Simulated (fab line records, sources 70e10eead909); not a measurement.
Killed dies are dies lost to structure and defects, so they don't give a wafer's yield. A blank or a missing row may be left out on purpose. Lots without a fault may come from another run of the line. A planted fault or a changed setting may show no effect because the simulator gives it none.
fab line records | flow nand_harc
record lots=5 wafers=15 last_day=32
route steps=1302 shown P_ZERO_WELL@44 END@1302
lots that met no fault: from a run of the same line without faults
start_h: hours from the record's first day to the start of the lot's first wafer shown | wait_h: hours since the lot's step before | " the same as in the row above | L1.1+2: a row that stands for several wafers | - no value, or no start given | * or withheld: withheld | < > ~ a bound
route shown NAME@n: a module of which the file shows steps, and the number in the route of the first | usual: mean/standard deviation of fault-free wafers | same: alike in all rows | chamber/n: place in a boat | sites: the reading at each site | _std_site: their standard deviation | _edge_site: outer sites' mean less inner sites' | radius_mm: how far each site lies from the wafer's centre | mask NAME#n: copy n | behind: the tool/chamber that last shaped the wafer | hold: why the lot was held/for how many hours/how that ended | device: the transistor (n, p or np) that didn't switch | end of line: the same wafers' tests at the end of the route | a step without rows: its recipe alone | killed: dies lost to structure and defects at the first sort, not the wafer's yield | map: a wafer's dies, x killed, . not, _ none there
set.NAME: the setting as run; set.NAME@STEP: as run at that earlier step | model.NAME: the simulator's own value behind a step, which no gauge read
lots at some steps of the route; a table a step, a row a wafer
services: from which hour (start_h, from the record's first day; less than 0 if before it) a tool's chamber was out of use, for how many hours, and why
## steps
# step NHARC_P_ZERO_WELL_CD_MEAS_37
# recipe target_cd_nm=720 landing_energy_ev=500
# usual cd_nm=719.7/1.5
# columns lot.wafer tool chamber start_h wait_h cd_nm
L138.4 cd_sem-03 0 103.89 - 720.2
L138.5 " 0 " " 720.0
L138.6 " 0 " " 720.0
L140.1 cd_sem-03 0 123.94 - 718.8
L140.4 " 0 " " 721.3
L140.5 " 0 " " 720.3
L141.2 cd_sem-02 0 133.97 - 723.9
L141.3 " 0 " " 725.1
L141.6 " 0 " " 723.6
L145.3 cd_sem-03 0 174.25 - 719.1
L145.4 " 0 " " 718.5
L145.5 " 0 " " 719.4
L152.3 cd_sem-03 0 244.17 - 719.7
L152.4 " 0 " " 719.1
L152.6 " 0 " " 719.5
# step NHARC_P_ZERO_WELL_HARDBAKE_38
# recipe temp_c=125 time_s=80
# step NHARC_P_ZERO_WELL_DESCUM_39
# recipe time_s=3 o2_flow_sccm=200 ar_flow_sccm=0 bias_power_w=0 chemistry=O2
# usual drypump_motor_current_A=5.8/0.41 oes_product_au=0.999/0.0072 rf_vpp_V=57.6/0.91 showerhead_plenum_p_Torr=1.87/0.095 throttle_valve_pct=11.311/0.0099
# columns lot.wafer tool chamber start_h wait_h drypump_motor_current_A oes_product_au rf_hours_counter_h rf_vpp_V showerhead_plenum_p_Torr throttle_valve_pct
L138.4 rie_diel-09 1 104.07 - 5.9 0.999 41 58.5 2.02 11.298
L138.5 " 3 " " 5.5 1.003 - 58.2 1.78 11.331
L138.6 " 0 " " 5.9 0.990 - 57.1 1.79 11.319
L140.1 rie_diel-01 2 124.12 - 5.9 0.997 33 57.0 2.00 11.300
L140.4 " 0 " " 5.3 0.988 33 56.5 1.88 11.297
L140.5 " 1 " " 5.8 0.987 - 58.2 1.86 11.306
L141.2 rie_diel-01 0 134.12 - 5.3 0.987 37 58.1 1.88 11.308
L141.3 " 3 " " 6.8 0.995 37 57.0 1.79 11.302
L141.6 " 0 " " 5.4 0.995 - 58.2 1.88 11.312
L145.4 rie_diel-04 0 174.41 - 5.7 0.999 53 59.7 2.06 11.308
L145.3 " 1 " " 5.0 1.006 53 58.2 1.80 11.325
L145.5 " 0 " " 5.7 0.994 - 60.0 2.06 11.322
L152.4 rie_diel-01 0 244.35 - 5.3 1.001 10 56.6 1.87 11.314
L152.3 " 3 " " 6.8 0.996 10 57.0 1.78 11.303
L152.6 " 1 " " 5.8 0.994 - 57.7 1.85 11.322
# step NHARC_P_ZERO_WELL_IMPLANT_40
# recipe energy_kev=300 dose_cm2=1e+13 tilt_deg=7
# step NHARC_P_ZERO_WELL_IMPLANT_59
# recipe energy_kev=120 dose_cm2=5e+12 tilt_deg=7
# step NHARC_P_ZERO_WELL_IMPLANT_60
# recipe energy_kev=30 dose_cm2=2e+12 tilt_deg=7
# step NHARC_P_ZERO_WELL_STRIP_41
# recipe time_s=840 temp_c=130 chemistry=SPM
# step NHARC_P_ZERO_WELL_DEHYDRATE_44
# recipe temp_c=150 time_s=120
# step NHARC_P_ZERO_WELL_HMDS_45
# recipe time_s=30
# step NHARC_P_ZERO_WELL_COAT_46
# recipe spin_rpm=withheld
# step NHARC_P_ZERO_WELL_SOFTBAKE_47
# recipe temp_c=122 time_s=95
# step NHARC_P_ZERO_WELL_EBR_48
# step NHARC_P_ZERO_WELL_EXPOSE_49
# recipe na=0.6 target_cd_nm=2000 dose_mj=22.64 mask_id=P_HVPW
# usual stage_vel_mm_s=500.05/0.24
# columns lot.wafer tool chamber start_h wait_h mask stage_vel_mm_s
L138.4 krf_scanner-04 0 105.37 - P_HVPW#0 500.10
L138.5 " 0 " " P_HVPW#0 499.86
L138.6 " 0 " " P_HVPW#0 499.50
L140.1 krf_scanner-03 0 125.43 - P_NWELL#0 500.36
L140.4 " 0 " " P_NWELL#0 500.03
L140.5 " 0 " " P_NWELL#0 499.91
L141.2 krf_scanner-02 0 135.45 - P_HVPW#0 499.91
L141.3 " 0 " " P_HVPW#0 500.04
L141.6 " 0 " " P_HVPW#0 500.01
L145.3 krf_scanner-03 0 175.87 - P_HVPW#0 500.01
L145.4 " 0 " " P_HVPW#0 499.88
L145.5 " 0 " " P_HVPW#0 499.61
L152.3 krf_scanner-03 0 245.68 - P_HVPW#0 499.67
L152.4 " 0 " " P_HVPW#0 499.78
L152.6 " 0 " " P_HVPW#0 499.74
# step NHARC_P_ZERO_WELL_PEB_50
# recipe peb_temp_c=118 peb_time_s=85
# step NHARC_P_ZERO_WELL_DEVELOP_51
# recipe time_s=70
# step NHARC_P_ZERO_WELL_CD_MEAS_52
# recipe target_cd_nm=2000 landing_energy_ev=500
# usual cd_nm=1999.4/1.3
# columns lot.wafer tool chamber start_h wait_h cd_nm
L138.4 cd_sem-02 0 105.52 - 1998.5
L138.5 " 0 " " 1998.9
L138.6 " 0 " " 1998.6
L140.1 cd_sem-02 0 125.59 - -
L140.4 " 0 " " -
L140.5 " 0 " " -
L141.2 cd_sem-03 0 135.61 - 1999.0
L141.3 " 0 " " 1999.0
L141.6 " 0 " " 2000.2
L145.3 cd_sem-03 0 176.02 - 1998.1
L145.4 " 0 " " 1997.0
L145.5 " 0 " " 1997.7
L152.3 cd_sem-03 0 245.83 - 2003.1
L152.4 " 0 " " 2000.5
L152.6 " 0 " " 2001.9
# step NHARC_P_ZERO_WELL_HARDBAKE_53
# recipe temp_c=125 time_s=80
# step NHARC_END_SORT_01
# recipe temp_c=25
# usual killed_at_array=61/23 killed_at_other=1.3/1.4 killed_at_periphery=4.0/2.6 killed_dies=66/22 killed_open=3.4/1.8 killed_short=2.3/1.4
# same gross_dies=677
# columns lot.wafer tool chamber start_h wait_h killed_at_array killed_at_other killed_at_periphery killed_dies killed_open killed_short
L140.1 prober-02 0 667.63 2.5 28 0 649 677 10 5
L140.4 prober-02 0 670.05 3.4 27 2 648 677 4 1
L140.5 prober-02 0 670.86 3.7 20 1 656 677 4 0
# killed by level:class
L140.1 P_ZERO_WELL:area_expose=648 A_CONTACT:chamber_film_flake=6 A_CHANNEL_HOLE_D1:chamber_film_flake=5 A_CHANNEL_FILL_D2:geometric_particle:open=3 A_ONON_D1:geometric_particle:open=2 A_CHANNEL_FILL_D2:geometric_particle:short=2 A_DECK1_JOINT:chamber_film_flake=2 P_CONTACT:geometric_particle:open=1
L140.4 P_ZERO_WELL:area_expose=647 A_CONTACT:chamber_film_flake=8 A_CHANNEL_HOLE_D1:chamber_film_flake=7 A_STAIRCASE:chamber_film_flake=3 A_CHANNEL_HOLE_D2:chamber_film_flake=2 A_SLIT:chamber_film_flake=2 THIN_TSV:chamber_film_flake=2 P_STI:geometric_particle:open=1
L140.5 P_ZERO_WELL:area_expose=652 A_CHANNEL_HOLE_D1:chamber_film_flake=8 A_CONTACT:chamber_film_flake=6 P_ZERO_WELL:chamber_film_flake=2 A_DECK1_JOINT:geometric_particle:open=1 A_SGD_CUT:geometric_particle:open=1 A_BLC:geometric_particle:open=1 A_M0:geometric_particle:open=1
# map L140.1 (x killed, . not)
____________x____________
_________xxxxxxx_________
_______xxxxxxxxxxx_______
______xxxxxxxxxxxxx______
_____xxxxxxxxxxxxxxx_____
____xxxxxxxxxxxxxxxxx____
____xxxxxxxxxxxxxxxxx____
___xxxxxxxxxxxxxxxxxxx___
___xxxxxxxxxxxxxxxxxxx___
__xxxxxxxxxxxxxxxxxxxxx__
__xxxxxxxxxxxxxxxxxxxxx__
_xxxxxxxxxxxxxxxxxxxxxxx_
_xxxxxxxxxxxxxxxxxxxxxxx_
_xxxxxxxxxxxxxxxxxxxxxxx_
_xxxxxxxxxxxxxxxxxxxxxxx_
_xxxxxxxxxxxxxxxxxxxxxxx_
xxxxxxxxxxxxxxxxxxxxxxxxx
xxxxxxxxxxxxxxxxxxxxxxxxx
xxxxxxxxxxxxxxxxxxxxxxxxx
xxxxxxxxxxxxxxxxxxxxxxxxx
xxxxxxxxxxxxxxxxxxxxxxxxx
_xxxxxxxxxxxxxxxxxxxxxxx_
_xxxxxxxxxxxxxxxxxxxxxxx_
_xxxxxxxxxxxxxxxxxxxxxxx_
_xxxxxxxxxxxxxxxxxxxxxxx_
_xxxxxxxxxxxxxxxxxxxxxxx_
__xxxxxxxxxxxxxxxxxxxxx__
__xxxxxxxxxxxxxxxxxxxxx__
___xxxxxxxxxxxxxxxxxxx___
___xxxxxxxxxxxxxxxxxxx___
____xxxxxxxxxxxxxxxxx____
____xxxxxxxxxxxxxxxxx____
_____xxxxxxxxxxxxxxx_____
______xxxxxxxxxxxxx______
_______xxxxxxxxxxx_______
_________xxxxxxx_________
____________x____________
# map L145.3 (x killed, . not)
____________.____________
_________......._________
_______...x.x....._______
______.....x.......______
_____........xx....x_____
____...xxx..x........____
____.......x.xx......____
___x.....x.xx.x.......___
___.....xxxxxxxx......___
__.....x.xxxxx.........__
__......xx.xxxx........__
_.........x.xx.........._
_x......x..xx..........._
_.x....................._
_......................._
_..x...................._
.x.......................
.........x.......x.......
...................x.....
..................x.x....
.........................
_.................x.x..._
_......................._
_......................._
_....x....x......x..x..._
_.............x........._
__x....x........xx.....__
__.....................__
___...................___
___.............x.....___
____.................____
____.................____
_____..............._____
______......x......______
_______.x........._______
_________......._________
____________.____________
## services
# columns tool chamber start_h hours kind
rie_diel-01 0 84.94 - clean
rie_diel-01 1 84.94 - clean
rie_diel-01 2 84.94 - clean
rie_diel-01 3 84.94 - clean
rie_diel-09 0 91.74 2.6 repair
rie_diel-04 0 92.97 6.0 repair
krf_scanner-02 - 94.00 4.0 pm
rie_diel-01 0 109.44 - clean
rie_diel-01 1 109.44 - clean
rie_diel-01 2 109.44 - clean
rie_diel-01 3 109.44 - clean
rie_diel-04 0 110.78 6.1 repair
rie_diel-04 1 124.06 3.2 repair
rie_diel-09 3 124.91 8.3 repair
rie_diel-09 - 143.12 9.0 pm
krf_scanner-02 - 171.52 0.9 repair
rie_diel-04 - 179.00 9.0 pm
krf_scanner-04 - 182.00 4.0 pm
rie_diel-01 - 186.97 0.3 repair
rie_diel-04 1 196.42 7.9 repair
rie_diel-01 - 203.93 9.0 pm
rie_diel-01 3 214.27 5.0 repair
krf_scanner-02 - 219.83 2.1 repair
krf_scanner-03 - 224.52 4.0 pm
## key
first_sign step=NHARC_P_ZERO_WELL_EXPOSE_49 reading=mask direction=changed
effect step=NHARC_P_ZERO_WELL_CD_MEAS_52 reading=cd_nm direction=missing
effect step=NHARC_END_SORT_01 reading=killed_at_periphery direction=up sigmas=99+ usual=4.0 struck=651
more_kills_born_at NHARC_P_ZERO_WELL_EXPOSE_49@krf_scanner-03=1947
met_at NHARC_P_ZERO_WELL_EXPOSE_49
struck_wafers L140.1,L140.4,L140.5
later_rows_left_out L140.1,L140.4,L140.5
tester_left_out L140
fault kind=wrong_mask tool=any chamber=- onset_h=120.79 steps=NHARC_P_ZERO_WELL_EXPOSE_49 aux_copy=P_NWELL#0 scope=struck_lots_only
# tester_left_out: of these lots the tester's yield and bins aren't shown, on N5 and GAA mostly nor the transistor test; their killed dies are dies lost to structure and defects alone, not to doping, threshold or leakage, so they don't give the yield
# later_rows_left_out: the simulator's readings of these wafers behind a module that went badly wrong aren't trusted and aren't shown, but for the sort
